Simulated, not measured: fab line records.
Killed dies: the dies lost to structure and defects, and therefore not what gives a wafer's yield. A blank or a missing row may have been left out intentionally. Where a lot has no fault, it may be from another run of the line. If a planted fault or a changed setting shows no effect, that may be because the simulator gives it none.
Split-lot study | flow n5_finfet | 7 lots, 21 wafers read, on a route of 1938 steps

## THE SPLIT
At N5_BEOL_M8_EXPOSE_25 (exposes mask V7, target cd 40 nm), the setting dose_mj was moved away from the recipe's 42.5 on 9 of the 21 wafers read, by -3.3% to +7.1%. This setting was run at the recipe's value on the other wafers.

## FROM THE SPLIT TO THE READING: what the file shows between them, 2 steps
- N5_BEOL_M8_PEB_26: peb time 60 s
- N5_BEOL_M8_DEVELOP_27: develop time 30 s

## THE READING
cd_nm (nm) at N5_BEOL_M8_CD_MEAS_28, where the cd target is 40 nm. On this fab line, fault-free wafers typically give 39.97 nm with a standard deviation of 0.24 nm.

wafer  | tool, chamber at the split | dose_mj as run | against the recipe | cd_nm, nm | against lot-mates on the recipe
L080.2 | euv_scanner-02, 0          | 44.39          | +4.4%              | 40.70     | no lot-mate on the recipe
L080.3 | euv_scanner-02, 0          | 44.39          | +4.4%              | 40.83     | no lot-mate on the recipe
L080.6 | euv_scanner-02, 0          | 44.39          | +4.4%              | 41.09     | no lot-mate on the recipe
L074.2 | euv_scanner-02, 0          | 42.5           | recipe             | 39.71     | -
L074.4 | euv_scanner-02, 0          | 42.5           | recipe             | 39.83     | -
L074.5 | euv_scanner-02, 0          | 42.5           | recipe             | 40.09     | -
L083.2 | euv_scanner-02, 0          | 42.5           | recipe             | 40.08     | -
L083.5 | euv_scanner-02, 0          | 42.5           | recipe             | 40.12     | -
L083.6 | euv_scanner-02, 0          | 41.09          | -3.3%              | 39.42     | -0.68
L084.1 | euv_scanner-02, 0          | 42.5           | recipe             | 39.78     | -
L084.2 | euv_scanner-02, 0          | 42.5           | recipe             | 39.50     | -
L084.3 | euv_scanner-02, 0          | 45.34          | +6.7%              | 41.33     | +1.69
L087.2 | euv_scanner-02, 0          | 44.03          | +3.6%              | 40.61     | +0.39
L087.4 | euv_scanner-02, 0          | 42.5           | recipe             | 40.22     | -
L087.5 | euv_scanner-02, 0          | 44.03          | +3.6%              | 40.13     | -0.09
L092.2 | euv_scanner-02, 0          | 42.5           | recipe             | 40.06     | -
L092.4 | euv_scanner-02, 0          | 45.5           | +7.1%              | 41.22     | +1.08
L092.6 | euv_scanner-02, 0          | 42.5           | recipe             | 40.22     | -
L094.1 | euv_scanner-01, 0          | 44.74          | +5.3%              | 41.14     | +1.46
L094.4 | euv_scanner-01, 0          | 42.5           | recipe             | 39.87     | -
L094.5 | euv_scanner-01, 0          | 42.5           | recipe             | 39.49     | -

THE FIT
A straight line over all 21 wafers: cd_nm changes by +0.195 nm for each +1% of dose_mj; r = +0.92; the points scatter about the line by 0.25 nm.
The same after taking each lot's own level away (the mean of its wafers on the recipe; 18 wafers): +0.193 nm for each +1%; r = +0.89; scatter 0.29 nm.
That fit puts the effect of the largest move of dose_mj on the reading at 1.4 nm.
The lots' own levels span 39.640 to 40.220 nm, that is 2.4 times the standard deviation above.
The two slopes are in agreement: the lot-to-lot level therefore moves the slope only a little.
Check: with one of the wafers moved furthest among these (+7.1%) left out of the fit, the line predicts +1.44 nm for it against its lot-mates. It came out at +1.08 nm against them.

## THE WHOLE CHAIN: every reading that the file lists as answering this split, in the file's order
step                   | what it does                                                     | reading                                                        | change (the file's fit)               | r (the file's)
N5_BEOL_M8_CD_MEAS_28  | target cd 40 nm                                                  | cd_nm                                                          | +0.201 nm for each +1% of the setting | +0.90
N5_BEOL_M8_DESCUM_33   | chemistry O2, time 7 s                                           | BEOL_M8.cd_nm (the simulator's own value, which no gauge read) | +0.2 nm for each +1% of the setting   | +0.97
N5_BEOL_M8_ETCH_72     | etches underlayer in N2/H2, target depth 6.5 nm, time 5.2 s      | BEOL_M8.cd_nm (the simulator's own value, which no gauge read) | +0.216 nm for each +1% of the setting | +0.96
N5_BEOL_M8_VIA_ETCH_34 | etches SiCOH lowk in C4F6/O2, target depth 125.5 nm, time 50.5 s | BEOL_M8.cd_nm (the simulator's own value, which no gauge read) | +0.188 nm for each +1% of the setting | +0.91

## THE FILE'S OWN FIT
cd_nm changes by +0.201 nm for each +1% of dose_mj, r = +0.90.
